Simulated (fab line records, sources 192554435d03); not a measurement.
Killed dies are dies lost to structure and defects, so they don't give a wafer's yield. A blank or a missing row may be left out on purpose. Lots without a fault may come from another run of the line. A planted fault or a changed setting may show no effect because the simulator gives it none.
Which tool did it? | flow n5_finfet | 9 lots, 27 wafers sampled, at 5 steps of a route of 1938

WHAT THE GAUGES READ, wafer by wafer
N5_BEOL_M4_CD_MEAS_28: target cd 26.2 nm, target cd y 24.1 nm. Usual: cd_nm 26.20 nm, standard deviation 0.2.
lot  | measured     | on        | cd_nm (nm)        | flag
L633 | day 7 12:08  | cd_sem-01 | 26.08 26.10 26.31 |
L635 | day 8 05:45  | cd_sem-02 | 26.67 26.13 26.13 |
L637 | day 8 12:54  | cd_sem-02 | 26.36 26.19 26.34 |
L638 | day 8 19:39  | cd_sem-01 | 26.21 26.16 26.27 |
L641 | day 9 10:24  | cd_sem-03 | 26.02 25.95 25.80 |
L649 | day 11 21:46 | cd_sem-03 | 26.40 26.38 26.30 |
L652 | day 12 04:13 | cd_sem-01 | 26.21 26.23 26.36 |
L653 | day 12 12:47 | cd_sem-03 | 26.10 26.30 26.09 |
L655 | day 13 07:29 | cd_sem-02 | 26.35 26.41 26.23 |

N5_BEOL_M4_OVL_MEAS_29. Usual: V3_OVL -0.3 nm, standard deviation 0.58.
lot  | measured     | on         | V3_OVL (nm)    | flag
L633 | day 7 12:10  | overlay-01 | -0.6 0.2 -0.2  |
L635 | day 8 05:48  | overlay-01 | -2.0 -0.7 -1.4 |
L637 | day 8 12:56  | overlay-02 | 0.1 0.2 -0.1   |
L638 | day 8 19:41  | overlay-01 | -1.1 -1.0 -2.1 |
L641 | day 9 10:26  | overlay-02 | -0.4 -0.1 -0.7 |
L649 | day 11 21:47 | overlay-01 | -0.5 0.4 -0.3  |
L652 | day 12 04:15 | overlay-02 | -0.4 -0.7 -1.1 |
L653 | day 12 12:49 | overlay-01 | 0.6 -0.5 1.1   |
L655 | day 13 07:31 | overlay-01 | -0.2 -0.7 -0.1 |

N5_BEOL_M4_RC_MEAS_101. Usual: DIBL_N 36.4 mV/V, standard deviation 1.5; DIBL_P 36.4 mV/V, standard deviation 1.6; IOFF_N 0.164 nA/um, standard deviation 0.025; IOFF_P 0.214 nA/um, standard deviation 0.028; ION_N 675 uA/um, standard deviation 9.9; ION_P 463 uA/um, standard deviation 6.5; SS_N 71.5 mV/dec, standard deviation 0.5; SS_P 73.3 mV/dec, standard deviation 0.56; VT_N 249.2 mV, standard deviation 2.7; VT_P -250.1 mV, standard deviation 2.8.
lot  | measured     | on        | DIBL_N (mV/V)  | DIBL_P (mV/V)  | IOFF_N (nA/um)    | IOFF_P (nA/um)    | ION_N (uA/um) | ION_P (uA/um) | SS_N (mV/dec)  | SS_P (mV/dec)  | VT_N (mV)         | VT_P (mV)            | flag
L633 | day 7 20:11  | prober-02 | 36.5 37.0 37.2 | 35.4 36.7 36.3 | 0.134 0.155 0.149 | 0.171 0.186 0.185 | 664 688 660   | 453 458 451   | 71.2 70.7 70.8 | 73.7 73.7 73.2 | 250.4 248.1 251.0 | -256.0 -253.7 -256.5 |
L635 | day 8 12:26  | prober-02 | 35.8 36.0 35.8 | 37.5 37.2 36.9 | 0.165 0.168 0.166 | 0.224 0.219 0.208 | 677 682 687   | 471 467 467   | 71.8 71.8 70.9 | 73.8 73.6 73.2 | 249.6 247.4 248.3 | -249.5 -249.8 -250.5 |
L637 | day 8 21:29  | prober-01 | 35.8 35.2 34.1 | 35.7 34.7 34.3 | 0.163 0.154 0.136 | 0.214 0.195 0.186 | 678 676 664   | 462 460 460   | 70.9 71.1 70.7 | 73.4 73.3 72.3 | 250.3 250.3 253.4 | -252.0 -250.5 -251.6 |
L638 | day 9 03:50  | prober-01 | 36.7 38.0 37.8 | 33.8 35.8 35.7 | 0.152 0.176 0.173 | 0.187 0.214 0.210 | 670 691 678   | 459 470 457   | 71.3 71.4 72.0 | 72.3 74.1 73.6 | 250.7 247.4 246.8 | -252.1 -250.6 -251.4 |
L641 | day 9 21:47  | prober-01 | 35.3 35.9 35.8 | 38.5 37.9 37.8 | 0.150 0.158 0.153 | 0.253 0.246 0.246 | 665 671 669   | 468 469 462   | 71.6 71.8 71.8 | 73.5 74.0 73.8 | 251.1 251.9 252.0 | -244.9 -246.6 -245.0 |
L649 | day 12 05:47 | prober-02 | 36.1 34.7 36.1 | 35.7 34.1 36.0 | 0.175 0.146 0.174 | 0.209 0.191 0.210 | 686 675 682   | 466 464 459   | 71.6 71.5 71.4 | 72.9 72.1 73.4 | 244.6 250.2 249.9 | -251.3 -250.9 -251.5 |
L652 | day 12 10:05 | prober-02 | 35.5 33.9 33.8 | 36.2 34.6 34.8 | 0.152 0.122 0.130 | 0.214 0.175 0.185 | 684 674 661   | 466 464 457   | 71.0 70.9 71.7 | 73.3 73.0 72.7 | 251.5 252.6 251.3 | -250.4 -253.9 -253.2 |
L653 | day 13 00:23 | prober-01 | 37.0 36.1 36.7 | 37.4 36.9 37.4 | 0.161 0.150 0.152 | 0.218 0.207 0.208 | 674 677 669   | 463 464 464   | 71.5 72.0 71.9 | 73.1 72.8 73.1 | 247.9 247.4 248.8 | -252.6 -249.7 -250.3 |
L655 | day 13 16:01 | prober-02 | 35.5 36.0 36.3 | 35.8 36.8 36.5 | 0.140 0.158 0.155 | 0.200 0.221 0.216 | 660 670 665   | 457 465 464   | 71.3 72.0 71.7 | 72.4 73.2 72.3 | 250.5 249.4 251.5 | -249.5 -250.0 -250.7 |

WHICH TOOL RAN EACH LOT (tool, then ch and the chambers of the sampled wafers, then the start)
lot  | N5_BEOL_M4_VIA_ETCH_34             | N5_BEOL_M4_TRENCH_ETCH_37
L633 | rie_diel-01 ch 1,2,3, day 7 14:41  | rie_diel-01 ch 1,2,3, day 7 20:11 or earlier
L635 | rie_diel-04 ch 2,3, day 8 06:34    | rie_diel-04 ch 2,3, day 8 12:26 or earlier
L637 | rie_diel-02 ch 1,2, day 8 16:41    | rie_diel-02 ch 1,2, day 8 21:29 or earlier
L638 | rie_diel-02 ch 0,2,3, day 8 22:49  | rie_diel-02 ch 0,2,3, day 9 03:50 or earlier
L641 | rie_diel-01 ch 1,2, day 9 17:04    | rie_diel-01 ch 1,2, day 9 21:47 or earlier
L649 | rie_diel-02 ch 0,2,3, day 11 22:36 | rie_diel-02 ch 0,2,3, day 12 05:47 or earlier
L652 | rie_diel-01 ch 0,1,3, day 12 05:15 | rie_diel-01 ch 0,1,3, day 12 10:05 or earlier
L653 | rie_diel-04 ch 0,2,3, day 12 19:01 | rie_diel-04 ch 0,2,3, day 13 00:23 or earlier
L655 | rie_diel-02 ch 0,3, day 13 11:00   | rie_diel-02 ch 0,3, day 13 16:01 or earlier
- N5_BEOL_M4_VIA_ETCH_34: etches the open film in C4F6/O2, target depth 69.4 nm, time 65.9 s.
- N5_BEOL_M4_TRENCH_ETCH_37: etches SiOC in C4F6/O2, target depth 55.555 nm, time 29.2 s.

WHAT THE TOOLS THEMSELVES READ (means of the sampled wafers that have a number; where no wafer has one, the mark that the record gives instead)
N5_BEOL_M4_VIA_ETCH_34. Usual: drypump_motor_current_A 5.5 A, standard deviation 0.42; mfc_ar_sccm 300.0 sccm, standard deviation 0.86; oes_product_au 0.81 a.u., standard deviation 0.084; rf_fwd_power_W 346.7 W, standard deviation 1.2; rf_vpp_V 667 V, standard deviation 8.2; showerhead_plenum_p_Torr 2.85 Torr, standard deviation 0.081; throttle_valve_pct 30.88 %, standard deviation 0.27.
lot  | tool        | drypump_motor_current_A (A) | mfc_ar_sccm (sccm) | oes_product_au (a.u.) | rf_fwd_power_W (W) | rf_vpp_V (V) | showerhead_plenum_p_Torr (Torr) | throttle_valve_pct (%) | flag
L633 | rie_diel-01 | 6.0                         | 299.3              | 0.85                  | 346.7              | 670          | 2.91                            | 30.79                  |
L635 | rie_diel-04 | 5.6                         | 298.8              | 0.89                  | 344.4              | 660          | 2.88                            | 30.97                  |
L637 | rie_diel-02 | 5.1                         | 300.4              | 0.78                  | 346.4              | 661          | 2.74                            | 30.98                  |
L638 | rie_diel-02 | 5.2                         | 299.2              | 0.73                  | 346.9              | 663          | 2.80                            | 31.03                  |
L641 | rie_diel-01 | 5.7                         | 299.4              | 0.85                  | 346.6              | 673          | 2.91                            | 30.53                  |
L649 | rie_diel-02 | 5.2                         | 300.0              | 0.72                  | 347.1              | 663          | 2.79                            | 31.07                  |
L652 | rie_diel-01 | 6.1                         | 300.2              | 0.79                  | 319.9              | 699          | 2.86                            | 30.92                  | OFF
L653 | rie_diel-04 | 5.5                         | 299.2              | 0.82                  | 347.4              | 665          | 2.87                            | 30.98                  |
L655 | rie_diel-02 | 5.1                         | 299.6              | 0.71                  | 346.3              | 668          | 2.83                            | 30.94                  |

N5_BEOL_M4_TRENCH_ETCH_37. Usual: drypump_motor_current_A 5.5 A, standard deviation 0.42; mfc_ar_sccm 300.0 sccm, standard deviation 0.83; oes_product_au 0.81 a.u., standard deviation 0.084; rf_fwd_power_W 349.6 W, standard deviation 1.5; rf_vpp_V 667 V, standard deviation 8.2; showerhead_plenum_p_Torr 2.85 Torr, standard deviation 0.081; throttle_valve_pct 20.97 %, standard deviation 0.26.
lot  | tool        | drypump_motor_current_A (A) | mfc_ar_sccm (sccm) | oes_product_au (a.u.) | rf_fwd_power_W (W) | rf_vpp_V (V) | showerhead_plenum_p_Torr (Torr) | throttle_valve_pct (%) | flag
L633 | rie_diel-01 | 6.0                         | 300.1              | 0.84                  | 349.8              | 672          | 2.91                            | 20.89                  |
L635 | rie_diel-04 | 5.6                         | 299.2              | 0.88                  | 348.6              | 660          | 2.89                            | 21.00                  |
L637 | rie_diel-02 | 5.1                         | 298.9              | 0.78                  | 349.7              | 663          | 2.75                            | 21.03                  |
L638 | rie_diel-02 | 5.2                         | 300.3              | 0.73                  | 349.5              | 664          | 2.81                            | 21.11                  |
L641 | rie_diel-01 | 5.8                         | 299.9              | 0.86                  | 350.3              | 674          | 2.91                            | 20.64                  |
L649 | rie_diel-02 | 5.2                         | 300.2              | 0.72                  | 350.4              | 663          | 2.80                            | 21.15                  |
L652 | rie_diel-01 | 6.1                         | 299.9              | 0.81                  | 349.6              | 665          | 2.86                            | 21.06                  |
L653 | rie_diel-04 | 5.5                         | 300.8              | 0.83                  | 349.3              | 665          | 2.87                            | 21.05                  |
L655 | rie_diel-02 | 5.2                         | 299.9              | 0.72                  | 350.0              | 669          | 2.83                            | 21.06                  |

THE ANSWER, worked out from the rows above alone
Rule: a lot is off if the mean of its wafers that have a number lies more than 3 standard deviations from the usual mean. A lot without any number at a reading at which 4 lots or more have one is off too. The other lots that the step has rows for count as sound. The gauges are gone through in route order, then the tools' own readings, and for those a lot's mean is taken as printed above. The first step at which some lot is off is used, and at that step the reading that is off furthest; a lot without a number counts as furthest.
Off: L652, at N5_BEOL_M4_VIA_ETCH_34 (rf_fwd_power_W).
A tool fits if, at that step or a process step before it, it ran every lot that is off, and no sound lot after the first of them. One fits: rie_diel-01 at N5_BEOL_M4_VIA_ETCH_34. Its last sound lot is L641 (day 9 17:04), its first lot that is off L652 (day 12 05:15): a fault that began between those two fits.
The tool's own readings at N5_BEOL_M4_VIA_ETCH_34 bear it out: on the lots that are off they differ by more than 5 times the standard deviation of the sound lots' means. rf_fwd_power_W reads 319.9 W there against 346.5 W on the sound lots; rf_vpp_V reads 699 V there against 665 V on the sound lots.

WHAT THE SIMULATOR HAD PUT IN
Process parameter drift: rie_diel-01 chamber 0, from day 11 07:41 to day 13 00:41, at N5_BEOL_M4_VIA_ETCH_34. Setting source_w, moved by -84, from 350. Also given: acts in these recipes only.
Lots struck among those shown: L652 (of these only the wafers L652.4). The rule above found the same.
